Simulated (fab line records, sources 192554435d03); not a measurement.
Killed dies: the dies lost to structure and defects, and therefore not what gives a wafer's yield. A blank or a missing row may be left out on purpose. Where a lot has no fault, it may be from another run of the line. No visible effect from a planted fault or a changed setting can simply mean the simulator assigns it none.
Which of the tools did it? || flow n5-finfet || route of 1938 steps, sampled at 1 step: 20 lots, 60 wafers

== WHAT THE GAUGES READ, wafer by wafer ==
N5_WELL_APT_OVL_MEAS_26.
{"lot": "L075", "measured": "day 2 02:58", "on": "overlay-02", "PWELL_OVL (nm)": "3 5 9"}
{"lot": "L076", "measured": "day 2 03:12", "on": "overlay-02", "PWELL_OVL (nm)": "6 7 8"}
{"lot": "L077", "measured": "day 2 09:35", "on": "overlay-02", "PWELL_OVL (nm)": "0 1 -1"}
{"lot": "L078", "measured": "day 2 14:50", "on": "overlay-01", "PWELL_OVL (nm)": "-1 8 2"}
{"lot": "L079", "measured": "day 2 21:01", "on": "overlay-02", "PWELL_OVL (nm)": "1 5 5"}
{"lot": "L080", "measured": "day 3 02:46", "on": "overlay-01", "PWELL_OVL (nm)": "2 -3 4"}
{"lot": "L081", "measured": "day 3 08:56", "on": "overlay-02", "PWELL_OVL (nm)": "5 -1 5"}
{"lot": "L082", "measured": "day 3 14:43", "on": "overlay-01", "PWELL_OVL (nm)": "4 -1 -3"}
{"lot": "L083", "measured": "day 3 21:28", "on": "overlay-02", "PWELL_OVL (nm)": "1 6 5"}
{"lot": "L084", "measured": "day 4 02:43", "on": "overlay-02", "PWELL_OVL (nm)": "-6 3 6"}
{"lot": "L085", "measured": "day 4 08:43", "on": "overlay-02", "PWELL_OVL (nm)": "0 -2 4"}
{"lot": "L086", "measured": "day 4 16:07", "on": "overlay-02", "PWELL_OVL (nm)": "2 -2 5"}
{"lot": "L087", "measured": "day 4 21:16", "on": "overlay-02", "PWELL_OVL (nm)": "6 8 5"}
{"lot": "L088", "measured": "day 5 03:20", "on": "overlay-01", "PWELL_OVL (nm)": "-4 8 3"}
{"lot": "L089", "measured": "day 5 10:20", "on": "overlay-01", "PWELL_OVL (nm)": "9 0 5"}
{"lot": "L090", "measured": "day 5 14:44", "on": "overlay-01", "PWELL_OVL (nm)": "7 9 10"}
{"lot": "L093", "measured": "day 6 09:06", "on": "overlay-01", "PWELL_OVL (nm)": "-2 0 3"}
{"lot": "L094", "measured": "day 6 15:26", "on": "overlay-02", "PWELL_OVL (nm)": "5 7 3"}
{"lot": "L095", "measured": "day 6 21:14", "on": "overlay-01", "PWELL_OVL (nm)": "0 -1 -3"}
{"lot": "L097", "measured": "day 7 11:50", "on": "overlay-02", "PWELL_OVL (nm)": "3 -1 6"}

== WHAT TOOL EACH LOT RAN ON (gives the tool, then ch and the chambers of the sampled wafers, and finally the start) ==
Before these readings, the record contains no process step.

== AS READ BY THE TOOLS THEMSELVES (means over the sampled wafers that have a number; for cases with no such wafer, the mark the record gives instead) ==
The record holds no such reading with a usual standard deviation.

== THE ANSWER, worked out from the rows above alone ==
Rule: usual is defined by the lots themselves. The widest of any qualifying gaps counts: lots, ordered by their means at a reading, are off when they make up no more than a third of the lots, leave a main group of 4 or more, and stand apart from it by 3 or more times the standard deviation of that group's means. A main group whose means are all the same, to the digits that the tables above print for the reading, isn't used. A lot without any number at a reading at which 4 lots or more have one is off too. The other lots that the step has rows for count as sound. Order of review: gauges by route order, followed by the tools' own readings, for which a lot's mean as printed above is used. The first step at which some lot is off is used, and at that step the reading that is off furthest; a lot without a number counts as furthest.
None of the lots is off at any reading shown; this tells nothing.

== WHAT THE SIMULATOR HAD PUT IN ==
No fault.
